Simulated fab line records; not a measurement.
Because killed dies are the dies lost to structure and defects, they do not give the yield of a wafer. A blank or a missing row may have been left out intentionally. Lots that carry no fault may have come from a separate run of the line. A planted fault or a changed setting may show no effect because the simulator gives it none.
8D (eight disciplines) problem report, filled in by code :: flow nand_harc :: the parts of the form that need people (team, actions taken, sign-off) are left out

## 1. WHAT WENT WRONG
At NHARC_A_M1_CD_MEAS_09, cd_nm averages 125.5 nm over 6 wafers from 2 lots, while fault-free wafers read 119.8 nm, standard deviation 0.47. Relative to the usual mean, that is a shift of +12 standard deviations.
The step: target cd 120 nm.
First seen on wafer L814.1, day 22 07:53, on cd_sem-01. The record holds 33 wafers of 11 lots with a number at this step. Rule for "out", or "out of limits": more than 4 standard deviations from the usual mean. The other wafers with a number count as sound.

## 2. WHAT THIS IS AND IS NOT
question: which readings at this step
is: cd_nm
is not: -

question: which lots
is: L814, L816
is not: L797, L800, L801, L802, L804, L805, L806, L809, L819

question: which wafers of those lots
is: all that have a number
is not: -

question: read on which gauges
is: cd_sem-01, cd_sem-02
is not: cd_sem-03

question: when
is: from day 22 07:53
is not: up to then (24 sound wafers); but 3 sound wafers of L819 came after

## 3. SUSPECTS, AND WHAT RULES EACH OUT
Counting: any tool at a process step up to the reading is kept as a suspect provided that every lot that is out went through it and no sound lot did after the first of them.
- the gauge at NHARC_A_M1_CD_MEAS_09 is ruled out. Those wafers that are out were read across 2 gauges (cd_sem-01, cd_sem-02).
- litho_track-06 at NHARC_A_M1_PEB_07 (peb time 65 s): kept. All lots that are out passed through it, beginning with L814 at day 22 07:49, and no sound lot followed; its final sound lot before that point was L804 at day 20 06:58. On those wafers its own readings are out: heater_power_total_W, plate_temp_C.
The count leaves litho_track-06 at NHARC_A_M1_PEB_07.

## 4. THE CAUSE (what the simulator had put in)
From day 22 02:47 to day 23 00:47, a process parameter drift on litho_track-06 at NHARC_A_M1_PEB_07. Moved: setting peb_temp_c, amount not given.
The count eliminated every tool but this one.

## 5. SEQUENCE OF EFFECTS, ordered by route
One row per reading whose mean, taken over the struck wafers that have a number, lies over 3 standard deviations from the usual. Only readings whose record carries a usual standard deviation are examined. hours: median over the lots of the time between each lot's start at the first step of this table that gives one and its start at this step. sigmas: the change, counted in usual standard deviations.
hours: 0
step: NHARC_A_M1_PEB_07
reading: heater_power_total_W
usual: 156.6 W
on struck wafers: 160.2
change: +3.6
sigmas: +8.7

hours: 0
step: NHARC_A_M1_PEB_07
reading: plate_temp_C
usual: 100.02 C
on struck wafers: 101.81
change: +1.79
sigmas: +14

hours: 0
step: NHARC_A_M1_CD_MEAS_09
reading: cd_nm
usual: 119.8 nm
on struck wafers: 125.5
change: +5.7
sigmas: +12
The process steps in it:
- NHARC_A_M1_PEB_07: peb time 65 s.
Later steps that measure or inspect, where all struck wafers having a row at the step show a number for every such reading and not one has moved that far: NHARC_A_M1_INSPECT_11, NHARC_END_SORT_01.

## 6. WHAT WOULD HAVE CAUGHT IT SOONER
5 hours passed between the start of the fault at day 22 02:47 and the first reading out of limits at a measuring or inspecting step in this record, taken at day 22 07:53.
At NHARC_A_M1_PEB_07, the tool's own readings (heater_power_total_W, plate_temp_C) were out on each struck wafer the step has a row for, so an alarm limit on them would have fired on the first such wafer.
Lots out: 2; of these, L816 started NHARC_A_M1_PEB_07 on litho_track-06 after day 22 07:53. Had the tool been put on hold then, it would have been spared.
